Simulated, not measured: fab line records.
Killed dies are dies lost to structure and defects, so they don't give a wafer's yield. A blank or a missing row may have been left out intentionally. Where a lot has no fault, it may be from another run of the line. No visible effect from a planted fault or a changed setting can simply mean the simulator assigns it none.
Lot-split experiment | flow n5 finfet | route with 1938 steps; 7 lots, 21 wafers read

THE SPLIT
At N5_BEOL_M5_EXPOSE_25 (exposes mask V4, defocus 10 nm), the setting dose mj was moved away from the recipe's 52.75 on 7 of the 21 wafers read, by -5.8% to +4.8%. All remaining wafers had this setting at the recipe value.

FROM THE SPLIT TO THE READING: what the file shows between them, 2 steps
- N5_BEOL_M5_PEB_26: peb time 60 s
- N5_BEOL_M5_DEVELOP_27: develop time 30 s

THE READING
cd nm, in nm, at N5_BEOL_M5_CD_MEAS_28 (target cd 30.6 nm, target cd y 20 nm). On this fab line, fault-free wafers typically give 30.63 nm with a standard deviation of 0.23 nm.

wafer  | tool, chamber at the split | dose mj as run | against the recipe | cd nm, nm | against lot-mates on the recipe
L077.3 | euv scanner-01, 0          | 49.71          | -5.8%              | 29.11     | no lot-mate on the recipe
L077.5 | euv scanner-01, 0          | 49.71          | -5.8%              | 28.89     | no lot-mate on the recipe
L077.6 | euv scanner-01, 0          | 49.71          | -5.8%              | 28.85     | no lot-mate on the recipe
L076.3 | euv scanner-01, 0          | 52.75          | recipe             | 30.45     | -
L076.4 | euv scanner-01, 0          | 52.75          | recipe             | 30.84     | -
L076.6 | euv scanner-01, 0          | 52.75          | recipe             | 30.22     | -
L078.4 | euv scanner-02, 0          | 52.75          | recipe             | 30.74     | -
L078.5 | euv scanner-02, 0          | 52.75          | recipe             | 30.35     | -
L078.6 | euv scanner-02, 0          | 52.75          | recipe             | 30.43     | -
L083.3 | euv scanner-01, 0          | 51.18          | -3.0%              | 29.66     | -0.63
L083.5 | euv scanner-01, 0          | 51.18          | -3.0%              | 29.79     | -0.50
L083.6 | euv scanner-01, 0          | 52.75          | recipe             | 30.29     | -
L090.3 | euv scanner-02, 0          | 52.75          | recipe             | 30.56     | -
L090.4 | euv scanner-02, 0          | 52.75          | recipe             | 30.85     | -
L090.6 | euv scanner-02, 0          | 52.75          | recipe             | 30.54     | -
L094.2 | euv scanner-02, 0          | 55.26          | +4.8%              | 31.53     | +0.90
L094.3 | euv scanner-02, 0          | 52.75          | recipe             | 30.73     | -
L094.4 | euv scanner-02, 0          | 52.75          | recipe             | 30.53     | -
L082.2 | euv scanner-01, 0          | 50.96          | -3.4%              | 29.83     | -0.78
L082.4 | euv scanner-01, 0          | 52.75          | recipe             | 30.62     | -
L082.6 | euv scanner-01, 0          | 52.75          | recipe             | 30.60     | -

THE FIT
A straight line over all 21 wafers: cd nm changes by +0.259 nm for each +1% of dose mj; r = +0.96; the points scatter about the line by 0.19 nm.
The same after taking each lot's own level away (the mean of its wafers on the recipe; 18 wafers): +0.198 nm for each +1%; r = +0.92; scatter 0.15 nm.
On that fit, the largest move of dose mj shifts the reading by 1.1 nm.
The span of the lots' own levels, 30.290 to 30.650 nm, comes to 1.6 times the standard deviation stated above.
In other words, the slope is changed by the lot-to-lot level; the two fits disagree.
Check: +0.98 nm against its lot-mates is what the line predicts for one of the wafers moved furthest among these (+4.8%) when that wafer is left out of the fit. Against them it came out at +0.9 nm.

THESE WAFERS: OTHER SPLITS
These wafers also went through other splits before the reading. Each is held against what the fit with the lots' levels taken away leaves over:
other split on the same wafers   | wafers away from the commonest value | r with cd nm (lot level and that fit taken away)
N5_BEOL_M2_COAT_67 spin rpm      | 5                                    | -0.13
N5_BEOL_M3_TRENCH_ETCH_37 bias w | 5                                    | +0.28
N5_BEOL_M4_COAT_67 spin rpm      | 7                                    | -0.01
N5_BEOL_M4_COAT_68 spin rpm      | 4                                    | -0.03
N5_BEOL_M5_COAT_74 spin rpm      | 5                                    | +0.21

THE WHOLE CHAIN: every reading that the file lists as answering this split, in the file's order
step                  | what it does                                                        | reading                                                        | change (the file's fit)               | r (the file's)
N5_BEOL_M5_CD_MEAS_28 | target cd 30.6 nm, target cd y 20 nm                                | cd nm                                                          | +0.201 nm for each +1% of the setting | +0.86
N5_BEOL_M5_ETCH_75    | etches underlayer in N2/H2, target depth 6.5 nm, time 5.2 s         | BEOL_M5.cd nm (the simulator's own value, which no gauge read) | +0.206 nm for each +1% of the setting | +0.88
N5_BEOL_M5_ETCH_67    | etches SiARC in CF4, target depth 15.6 nm, time 26 s                | BEOL_M5.cd nm (the simulator's own value, which no gauge read) | +0.217 nm for each +1% of the setting | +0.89
N5_BEOL_M5_ETCH_68    | etches SOC in N2/H2, target depth 80 nm, overetch 16 nm, time 120 s | BEOL_M5.cd nm (the simulator's own value, which no gauge read) | +0.234 nm for each +1% of the setting | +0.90

THE FILE'S OWN FIT
cd nm changes by +0.201 nm for each +1% of dose mj, r = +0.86.
